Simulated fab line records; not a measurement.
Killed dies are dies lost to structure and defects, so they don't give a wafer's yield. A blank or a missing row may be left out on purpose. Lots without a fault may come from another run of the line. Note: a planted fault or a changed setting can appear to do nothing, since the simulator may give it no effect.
Which tool was responsible?    flow nandHarc    10 lots, 30 wafers sampled, at 4 steps of a route of 1159

## WHAT THE GAUGES READ, wafer by wafer
NHARC_P_STI_CD_MEAS_09: target cd 200 nm.
lot   measured     on        cdNm (nm)
L809  day 2 20:47  cdSem-01  199.2 201.9 204.0
L810  day 2 20:58  cdSem-03  199.7 199.7 198.6
L811  day 3 06:53  cdSem-03  201.0 200.1 200.3
L812  day 3 12:54  cdSem-01  202.2 203.0 201.7
L813  day 3 18:31  cdSem-03  201.6 201.2 202.2
L817  day 4 17:01  cdSem-01  204.3 202.0 201.8
L819  day 5 04:38  cdSem-01  201.8 200.9 200.9
L820  day 5 10:43  cdSem-01  199.1 200.5 201.4
L821  day 5 18:26  cdSem-02  203.4 201.7 203.2
L823  day 6 05:02  cdSem-03  222.0 221.0 220.2

## EACH LOT AND THE TOOL THAT RAN IT (in order: tool; ch and the chambers of the sampled wafers; start)
lot   NHARC_P_ZERO_WELL_ETCH_62                    NHARC_P_ZERO_WELL_DESCUM_26       NHARC_P_STI_EXPOSE_06
L809  rieDiel-10 ch 0,1,2, day 1 20:47 or earlier  rieDiel-09 ch 0,1,2, day 1 20:47  krfScanner-04 ch 0, day 2 20:38
L810  rieDiel-10 ch 2,3, day 2 02:45 or earlier    rieDiel-09 ch 1,3, day 2 02:45    krfScanner-02 ch 0, day 2 20:49
L811  rieDiel-10 ch 0,1,3, day 2 08:47 or earlier  rieDiel-07 ch 1,2,3, day 2 08:47  krfScanner-03 ch 0, day 3 06:44
L812  rieDiel-09 ch 2,3, day 2 14:49 or earlier    rieDiel-09 ch 0,2,3, day 2 14:49  krfScanner-04 ch 0, day 3 12:45
L813  rieDiel-09 ch 1,2,3, day 2 20:39 or earlier  rieDiel-10 ch 0,1,2, day 2 20:39  krfScanner-03 ch 0, day 3 18:22
L817  rieDiel-07 ch 0,3, day 3 20:47 or earlier    rieDiel-09 ch 0,1,3, day 3 20:47  krfScanner-03 ch 0, day 4 16:52
L819  rieDiel-07 ch 1,3, day 4 08:47 or earlier    rieDiel-10 ch 0,3, day 4 08:47    krfScanner-04 ch 0, day 5 04:29
L820  rieDiel-07 ch 2,3, day 4 14:38 or earlier    rieDiel-09 ch 1,3, day 4 14:38    krfScanner-03 ch 0, day 5 10:34
L821  rieDiel-09 ch 1,2,3, day 4 20:44 or earlier  rieDiel-09 ch 1,3, day 4 20:44    krfScanner-03 ch 0, day 5 18:17
L823  rieDiel-10 ch 1,2, day 5 08:38 or earlier    rieDiel-09 ch 1,2, day 5 08:38    krfScanner-03 ch 0, day 6 04:53
- NHARC_P_ZERO_WELL_ETCH_62: etches the open film in CHF3/Ar, target depth 13 nm, time 6.5 s.
- NHARC_P_ZERO_WELL_DESCUM_26: chemistry O2, time 3 s.
- NHARC_P_STI_EXPOSE_06: exposes mask P STI, target cd 200 nm.

## THE ANSWER, worked out from the rows above alone
Rule: the lots themselves supply what counts as usual. Put in order of their means at a reading, lots are off if they are a third of the lots or fewer, leave a main group of 4 or more, and stand apart from it by a gap of 3 or more times the standard deviation of the main group's means; of several such gaps the widest counts. A main group is skipped when, at the precision printed for the reading in the tables above, its means are all equal. Also off: a lot with no number at a reading for which 4 or more lots have one. Any other lot the step has rows for is counted as sound.
Off, at NHARC_P_STI_CD_MEAS_09 on cdNm: L823. For the main group the mean is 201.4 nm and the standard deviation 1.1.
If a tool, at a process step before that reading, ran all the lots that are off and no sound lot after the first of them, it fits. Those tools and the gauges at NHARC_P_STI_CD_MEAS_09 are tried in the same way. NHARC_P_ZERO_WELL_ETCH_62 gives no start for some lots, so the hours and the order of its lots are those of NHARC_P_ZERO_WELL_DESCUM_26. Can't be told from this: 4 tools fit, rieDiel-10 at NHARC_P_ZERO_WELL_ETCH_62, rieDiel-09 at NHARC_P_ZERO_WELL_DESCUM_26, krfScanner-03 at NHARC_P_STI_EXPOSE_06, cdSem-03 at NHARC_P_STI_CD_MEAS_09.

## WHAT THE SIMULATOR HAD INSERTED
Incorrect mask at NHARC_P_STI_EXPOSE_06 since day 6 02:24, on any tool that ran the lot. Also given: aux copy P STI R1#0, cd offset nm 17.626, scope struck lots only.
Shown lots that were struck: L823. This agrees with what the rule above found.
